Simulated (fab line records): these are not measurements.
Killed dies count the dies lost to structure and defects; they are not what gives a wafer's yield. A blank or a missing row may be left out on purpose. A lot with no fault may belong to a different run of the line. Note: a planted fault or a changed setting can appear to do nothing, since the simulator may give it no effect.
fab line records	flow n5-finfet
[record] lots = 7	wafers = 39
route steps=1938 shown BEOL_M10@1473 BEOL_M12@1656 BEOL_M13@1694 MIM_TOP_ETCH@1853
start-h: hours from the record's opening day to when the first of the lot's shown wafers began	wait-h: time in hours since the lot's previous step	" same as the row above	L1.1+2: one row covering several wafers at once	- no value present, or no start provided	* or withheld: withheld	< > ~ a bound
route shown NAME@n: a module of which the file shows steps, and the number in the route of the first	usual: the fault-free wafers' mean and standard deviation	same: alike in all rows	chamber/n: place in a boat	sites: readings site by site	_std_site: their standard deviation	_edge_site: mean of outer sites minus mean of inner sites	radius-mm: how far each site lies from the wafer's centre	mask NAME#n: copy n	behind: tool/chamber where the wafer was last shaped	hold: why the lot went on hold/how many hours it stayed there/how the hold came to an end	device: the n, p or np transistor that did not switch	end of line: at the end of the route, the tests of the same wafers	step lacking rows: just its recipe	killed: at the first sort, the dies lost to defects and structure; wafer yield is something else	map: per-die view of a wafer (x killed, . not killed, _ where there is no die)
set.NAME: the run value of the setting; set.NAME@STEP: its run value at that earlier step	model.NAME: the simulator's own value behind a step, which no gauge read
lots run with intentionally changed settings; tables by step, rows by wafer
[[steps]]
[step N5_BEOL_M10_PECVD_70]
[recipe] material = SiO2	target-thk-a = 200	temp-c = 400	precursor = TEOS/O2	pressure-torr = 5.5	rf-w = 450	teos-flow-sccm = 53.8	gas = O2	flow-sccm = 3000	time-s = 22.7
lot.wafer	tool	chamber	start-h	wait-h	set.time-s	model.SiO2_of_BEOL_M10_PECVD_70.thk-nm
L075.1+2+4+5	pecvd-04	1,2,1,0	216.99	0.0	22.7	20
L075.3	"	0	"	"	22.7	19.8
L075.6	"	2	"	"	22.7	20.4
L079.1	pecvd-02	1	244.12	0.0	22.7	19.6
L079.3+6	"	2,1	"	"	22.7	19.8
L080.1+3	pecvd-02	2,1	255.94	0.0	22.7	20
L080.2+4+6	"	0,2,1	"	"	22.7	20.2
L080.5	"	0	"	"	22.7	20.4
L083.1+3+4	pecvd-04	1,2,0	268.26	0.0	22.7	20
L083.2	"	0	"	"	30.26	26.2
L083.5	"	2	"	"	30.26	26.8
L083.6	"	1	"	"	30.26	26.6
L084.1	pecvd-02	1	269.20	0.0	22.7	19.8
L084.2+5	"	0	"	"	11.62	10.4
L084.3	"	2	"	"	11.62	10.2
L084.4+6	"	1,2	"	"	22.7	20
L092.1+3	pecvd-03	1,2	320.59	0.0	22.7	19.4
L092.2+5	"	0,1	"	"	30.32	26.2
L092.4	"	2	"	"	22.7	19.6
L092.6	"	0	"	"	30.32	26.6
L093.1	pecvd-03	1	329.04	0.0	18.91	16.2
L093.2	"	2	"	"	18.91	16.4
L093.3	"	0	"	"	22.7	19.6
L093.4+5	"	2,0	"	"	22.7	20
L093.6	"	1	"	"	18.91	16.6
[step N5_BEOL_M10_HM_DEP_02]
[recipe] material = TiN	target-thk-a = 200	temp-c = 25	chamber-pressure-pa = 0.49996
[step N5_BEOL_M10_COAT_59]
[recipe] resist = SOC	temp-c = 250	time-s = 60	spin-rpm = 1500	resist-thk-nm = 100
[step N5_BEOL_M10_ECD_50]
[recipe] material = Cu	target-thk-a = 3180
[step N5_BEOL_M10_ANNEAL_51]
[recipe] temp-c = 225	time-s = 90	ambient = N2
[step N5_BEOL_M10_CMP_52]
[recipe] stop-on = SiCOH_lowk	t-overpolish-s = 7	down-force-psi = 1	platen-rpm = 50	clearing-platen-down-force-psi = 1.5	clearing-platen-rpm = 50	post-cmp-clean = cu-alkaline	target-thk-nm = 140	clearing-platen-pad-velocity-m-s = 0.99484	pad-velocity-m-s = 0.99484
[usual] barrier-field-endpoint-s = 28.6/0.67
lot.wafer	tool	chamber	start-h	wait-h	set.time-s@BEOL_M10_PECVD_70	barrier-field-endpoint-s
L075.3	cmp-02	2	223.17	0.2	22.7	28.7
L075.4	"	3	"	"	22.7	28.1
L075.1	"	0	"	"	22.7	28.2
L075.2	"	1	"	"	22.7	28.4
L075.5	"	2	"	"	22.7	28.1
L075.6	"	3	"	"	22.7	28.6
L079.3	cmp-02	0	252.19	0.2	22.7	28.8
L079.1	"	1	"	"	22.7	28.6
L079.6	"	0	"	"	22.7	28.7
L080.4	cmp-02	0	262.64	0.1	22.7	28.8
L080.3	"	1	"	"	22.7	28.2
L080.1	"	2	"	"	22.7	28.6
L080.2	"	3	"	"	22.7	29.4
L080.5	"	0	"	"	22.7	29.4
L080.6	"	1	"	"	22.7	28.8
L083.3	cmp-02	2	273.88	0.2	22.7	29.1
L083.2	"	3	"	"	30.26	37.2
L083.4	"	0	"	"	22.7	29.5
L083.1	"	1	"	"	22.7	28.7
L083.5	"	2	"	"	30.26	37.9
L083.6	"	3	"	"	30.26	37.5
L084.3	cmp-02	1	275.60	0.2	11.62	16.7
L084.1	"	2	"	"	22.7	28.3
L084.2	"	3	"	"	11.62	17.0
L084.4	"	0	"	"	22.7	28.7
L084.6	"	1	"	"	22.7	29.0
L084.5	"	2	"	"	11.62	17.6
L092.2	cmp-01	0	328.30	0.2	30.32	37.0
L092.1	"	1	"	"	22.7	28.8
L092.3	"	2	"	"	22.7	27.8
L092.4	"	3	"	"	22.7	29.2
L092.5	"	0	"	"	30.32	37.3
L092.6	"	1	"	"	30.32	37.2
L093.2	cmp-04	0	335.63	0.2	18.91	23.8
L093.4	"	1	"	"	22.7	28.2
L093.3	"	2	"	"	22.7	27.8
L093.1	"	3	"	"	18.91	24.3
L093.5	"	0	"	"	22.7	28.4
L093.6	"	1	"	"	18.91	24.3
[step N5_BEOL_M12_DEP_53]
[recipe] material = SiCN	target-thk-a = 300	temp-c = withheld	precursor = 3MS/NH3	pressure-torr = 3	rf-w = 675	time-s = 10.5
lot.wafer	tool	chamber	start-h	wait-h	set.target-thk-a	model.SiCN_of_BEOL_M12_DEP_53.thk-nm
L075.1+3	pecvd-01	2,0	236.89	0.0	385.5	38.4
L075.2	"	1	"	"	300	29.6
L075.4	"	1	"	"	300	30.6
L075.5	"	0	"	"	300	30.4
L075.6	"	2	"	"	385.5	39
L079.1	pecvd-01	2	276.70	0.0	300	29.6
L079.3+6	"	0,2	"	"	300	29.8
L080.1	pecvd-01	2	277.68	0.0	300	29.2
L080.2	"	0	"	"	300	29.4
L080.3	"	0	"	"	423.7	42
L080.4	"	2	"	"	423.7	42.6
L080.5	"	0	"	"	300	30.2
L080.6	"	2	"	"	423.7	42.2
L083.1	pecvd-02	0	289.37	0.0	142.5	14
L083.2	"	1	"	"	300	29.6
L083.3	"	2	"	"	300	29.4
L083.4	"	0	"	"	142.5	14.2
L083.5	"	2	"	"	300	30
L083.6	"	1	"	"	142.5	13.8
L084.1	pecvd-04	1	289.98	0.0	300	29.6
L084.2	"	0	"	"	300	30.2
L084.3+4	"	2,1	"	"	155.3	15.6
L084.5	"	0	"	"	300	30.4
L084.6	"	2	"	"	155.3	16
L092.1+2	pecvd-01	1,0	342.41	0.0	177.9	17.4
L092.3+6	"	2,1	"	"	300	30
L092.4	"	0	"	"	177.9	18
L092.5	"	2	"	"	300	30.6
L093.1+4	pecvd-02	2	353.67	0.0	300	29.6
L093.2+3	"	0,1	"	"	300	29.4
L093.5+6	"	1,0	"	"	300	30
[step N5_BEOL_M13_ETCH_68]
[recipe] chemistry = N2/H2	target = SOC	mask-material = SiARC	source-w = 3000	bias-w = 350	temp-c = 40	time-s = 355	ion-energy-ev = 200	pressure-mtorr = 30	n2-flow-sccm = 200	h2-flow-sccm = 200
lot.wafer	tool	chamber	start-h	wait-h	set.time-s	model.SiARC_of_BEOL_M13_COAT_66.thk-nm
L075.1	rie-diel-01	2	238.81	0.1	498.7	63.2
L075.2	"	3	"	"	498.7	62.6
L075.3+4+6	"	1,0,2	"	"	355	76.6
L075.5	"	3	"	"	498.7	62.2
L079.1	rie-diel-01	3	278.96	0.1	355	76.6
L079.3	"	2	"	"	355	77
L079.6	"	2	"	"	355	77.4
L080.1	rie-diel-04	1	279.49	0.1	355	77.2
L080.2	"	3	"	"	431.4	70.8
L080.3	"	0	"	"	355	76.8
L080.4	"	3	"	"	355	77.6
L080.5	"	0	"	"	431.4	69.6
L080.6	"	1	"	"	431.4	70
L083.1+2+6	rie-diel-03	2,1,2	291.28	0.1	355	77
L083.3	"	0	"	"	281.5	82.8
L083.4	"	0	"	"	281.5	82.6
L083.5	"	1	"	"	281.5	83.6
L084.1+6	rie-diel-01	1	292.19	0.1	510.8	62.2
L084.2	"	0	"	"	510.8	62
L084.3+5	"	2,0	"	"	355	77.2
L084.4	"	3	"	"	355	76.4
L092.1	rie-diel-03	3	344.49	0.1	239.3	87.6
L092.2	"	2	"	"	355	76.8
L092.3	"	0	"	"	355	75.2
L092.4	"	1	"	"	239.3	87.4
L092.5	"	3	"	"	355	76
L092.6	"	0	"	"	239.3	86.4
L093.1	rie-diel-03	0	355.59	0.1	355	76.8
L093.2+3	"	3,2	"	"	355	77
L093.4	"	1	"	"	355	77.2
L093.5	"	1	"	"	355	76.6
L093.6	"	0	"	"	355	76.2
[step N5_MIM_TOP_ETCH_PECVD_03]
[recipe] material = SiNx	target-thk-a = 200	temp-c = 400	precursor = SiH4/NH3/N2	pressure-torr = 1.5	rf-w = 300	time-s = 17.6
lot.wafer	tool	chamber	start-h	wait-h	set.time-s	model.SiNx_of_MIM_TOP_ETCH_PECVD_03.thk-nm
L075.1	pecvd-01	1	262.53	-	9.625	10.6
L075.2	"	2	"	"	17.6	19.8
L075.3+4	"	0,1	"	"	17.6	20.2
L075.5	"	2	"	"	9.625	10.8
L075.6	"	0	"	"	9.625	11.2
L080.1	pecvd-01	2	305.87	-	17.6	19.4
L080.2	"	0	"	"	24.03	27
L080.3	"	1	"	"	24.03	26.8
L080.4+5	"	0,2	"	"	17.6	20
L080.6	"	1	"	"	24.03	27.4
L079.1+3	pecvd-02	0,1	307.29	-	17.6	20.2
L079.6	"	2	"	"	17.6	20.4
L083.1	pecvd-02	1	313.25	-	21.4	24
L083.2	"	0	"	"	17.6	20
L083.3	"	2	"	"	17.6	19.8
L083.4	"	2	"	"	17.6	20.2
L083.5	"	0	"	"	21.4	24.2
L083.6	"	1	"	"	21.4	24.6
L084.1	pecvd-03	1	323.09	-	17.6	19.8
L084.2	"	0	"	"	12.66	14.2
L084.3	"	2	"	"	17.6	19.6
L084.4	"	0	"	"	17.6	20
L084.5	"	2	"	"	12.66	14.4
L084.6	"	1	"	"	12.66	14.6
L092.1+3	pecvd-02	2,0	363.57	-	17.6	19.8
L092.2	"	1	"	"	17.6	20
L092.4+5+6	"	1,0,2	"	"	9.59	11
L093.1	pecvd-01	1	375.97	-	21.71	24.4
L093.2	"	2	"	"	17.6	20
L093.3	"	0	"	"	21.71	24.6
L093.4	"	1	"	"	21.71	24.8
L093.5	"	0	"	"	17.6	20.4
L093.6	"	2	"	"	17.6	20.2
[[key]]
[split] step = N5_BEOL_M10_PECVD_70	setting = time-s	stated = 22.7	by = wafer
[response] step = N5_BEOL_M10_PECVD_70	reading = model.SiO2_of_BEOL_M10_PECVD_70.thk-nm	change = +0.199	per = 1%	r = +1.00
[response] step = N5_BEOL_M10_CMP_52	reading = barrier-field-endpoint-s	change = +0.245	per = 1%	r = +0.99
[split] step = N5_BEOL_M12_DEP_53	setting = target-thk-a	stated = 300	by = wafer
[response] step = N5_BEOL_M12_DEP_53	reading = model.SiCN_of_BEOL_M12_DEP_53.thk-nm	change = +0.301	per = 1%	r = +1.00
[split] step = N5_BEOL_M13_ETCH_68	setting = time-s	stated = 355	by = wafer
[response] step = N5_BEOL_M13_ETCH_68	reading = model.SiARC_of_BEOL_M13_COAT_66.thk-nm	change = -0.336	per = 1%	r = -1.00
[split] step = N5_MIM_TOP_ETCH_PECVD_03	setting = time-s	stated = 17.6	by = wafer
[response] step = N5_MIM_TOP_ETCH_PECVD_03	reading = model.SiNx_of_MIM_TOP_ETCH_PECVD_03.thk-nm	change = +0.197	per = 1%	r = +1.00
